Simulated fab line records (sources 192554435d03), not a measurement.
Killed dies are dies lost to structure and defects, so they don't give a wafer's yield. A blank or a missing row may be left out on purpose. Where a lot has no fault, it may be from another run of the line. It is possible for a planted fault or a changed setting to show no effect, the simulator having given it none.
Matching of chambers :: flow n5Finfet :: N5_STI_FIN_REVEAL_CMP_04 on cmp-03: 4 sister chambers
The step polishes, stops on Si3N4, t overpolish 4 s, target thk 131.83 nm. 4 wafers are shown with their chamber, then 10 later ones without.

== WAFERS, EACH WITH ITS CHAMBER ==
wafer: L086.1
chamber: 2
motorCurrentA (A): 7.9

wafer: L088.2
chamber: 0
motorCurrentA (A): 7.8

wafer: L089.1
chamber: 1
motorCurrentA (A): 8.3

wafer: L089.4
chamber: 3
motorCurrentA (A): 6.4

== WAFERS WITHOUT THEIR CHAMBER ==
wafer: L089.6
motorCurrentA (A): 8.8

wafer: L090.3
motorCurrentA (A): 7.8

wafer: L090.4
motorCurrentA (A): 6.6

wafer: L090.6
motorCurrentA (A): 8.9

wafer: L092.3
motorCurrentA (A): 8.9

wafer: L092.5
motorCurrentA (A): 8.2

wafer: L092.6
motorCurrentA (A): 8.7

wafer: L094.3
motorCurrentA (A): 6.6

wafer: L094.5
motorCurrentA (A): 8.6

wafer: L094.6
motorCurrentA (A): 6.4

== WHICH CHAMBER EACH ONE RAN IN ==
wafer: L089.6
from the rows above: can't be placed: 1 or 2 or 0
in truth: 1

wafer: L090.3
from the rows above: can't be placed: 0 or 2 or 1
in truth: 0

wafer: L090.4
from the rows above: 3
in truth: 3

wafer: L090.6
from the rows above: can't be placed: 1 or 2 or 0
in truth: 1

wafer: L092.3
from the rows above: can't be placed: 1 or 2 or 0
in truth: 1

wafer: L092.5
from the rows above: can't be placed: 1 or 2 or 0
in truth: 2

wafer: L092.6
from the rows above: can't be placed: 1 or 2 or 0
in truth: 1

wafer: L094.3
from the rows above: 3
in truth: 3

wafer: L094.5
from the rows above: can't be placed: 1 or 2 or 0
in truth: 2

wafer: L094.6
from the rows above: 3
in truth: 3
Correctly placed: 3 of 10. Unplaceable from these rows: 7, with the true chamber sitting among the candidates in 7. Wrongly placed: 0.
How it was worked out, from the rows above alone: a wafer's distance from a chamber is the root of the sum, over the readings, of the square of ((its reading less the chamber's mean) divided by the reading's scatter). The wafer belongs to the nearest chamber; if the next one is less than 2 further off, it can't be placed. A chamber's mean is the mean of its shown wafers. The scatter: root of mean squared gap, hidden wafer to nearest shown wafer, with one shown wafer a chamber.
